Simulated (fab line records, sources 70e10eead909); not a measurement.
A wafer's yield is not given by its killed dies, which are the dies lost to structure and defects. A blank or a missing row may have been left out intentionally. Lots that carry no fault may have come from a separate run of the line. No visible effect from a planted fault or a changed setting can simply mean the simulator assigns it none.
Chamber matching :: flow nand harc :: NHARC_A_SGD_CUT_ETCHBACK_24 on rie diel-08: 4 sister chambers
The step etches the open film in CH3F/O2, target depth 50 nm, time 92.857 s. 8 wafers are shown with their chamber, then 7 later ones without.

== WAFERS, EACH WITH ITS CHAMBER ==
wafer: L078.3
chamber: 3
showerhead plenum p Torr (Torr): 2.32
drypump motor current A (A): 5.1

wafer: L082.2
chamber: 2
showerhead plenum p Torr (Torr): 2.56
drypump motor current A (A): 5.5

wafer: L082.4
chamber: 0
showerhead plenum p Torr (Torr): 2.28
drypump motor current A (A): 4.8

wafer: L085.1
chamber: 1
showerhead plenum p Torr (Torr): 2.31
drypump motor current A (A): 5.9

wafer: L085.4
chamber: 2
showerhead plenum p Torr (Torr): 2.56
drypump motor current A (A): 5.5

wafer: L085.6
chamber: 1
showerhead plenum p Torr (Torr): 2.32
drypump motor current A (A): 5.9

wafer: L089.3
chamber: 0
showerhead plenum p Torr (Torr): 2.28
drypump motor current A (A): 4.9

wafer: L089.4
chamber: 3
showerhead plenum p Torr (Torr): 2.31
drypump motor current A (A): 5.1

== WAFERS MISSING THEIR CHAMBER ==
wafer: L089.6
showerhead plenum p Torr (Torr): 2.31
drypump motor current A (A): 5.1

wafer: L090.2
showerhead plenum p Torr (Torr): 2.31
drypump motor current A (A): 5.1

wafer: L090.4
showerhead plenum p Torr (Torr): 2.28
drypump motor current A (A): 4.9

wafer: L090.5
showerhead plenum p Torr (Torr): 2.31
drypump motor current A (A): 5.1

wafer: L095.2
showerhead plenum p Torr (Torr): 2.31
drypump motor current A (A): 5.8

wafer: L095.3
showerhead plenum p Torr (Torr): 2.31
drypump motor current A (A): 5.1

wafer: L095.6
showerhead plenum p Torr (Torr): 2.31
drypump motor current A (A): 5.8

== CHAMBER TAKEN BY EACH ==
wafer: L089.6
from the rows above: 3
in truth: 3

wafer: L090.2
from the rows above: 3
in truth: 3

wafer: L090.4
from the rows above: 0
in truth: 0

wafer: L090.5
from the rows above: 3
in truth: 3

wafer: L095.2
from the rows above: 1
in truth: 1

wafer: L095.3
from the rows above: 3
in truth: 3

wafer: L095.6
from the rows above: 1
in truth: 1
Correctly placed: 7 of 7. Can't be placed from these rows: 0. Placed wrongly: 0.
How it was worked out, from the rows above alone: a wafer's distance from a chamber is the root of the sum, over the readings, of the square of ((its reading less the chamber's mean) divided by the reading's scatter). The wafer belongs to the nearest chamber; if the next one is less than 2 further off, it can't be placed. For every chamber, the mean is computed from those of its wafers that are shown. How the scatter is found: for the shown wafers, subtract from each reading the mean of its chamber, square and add these, divide the total by (wafers less chambers), then take the root.
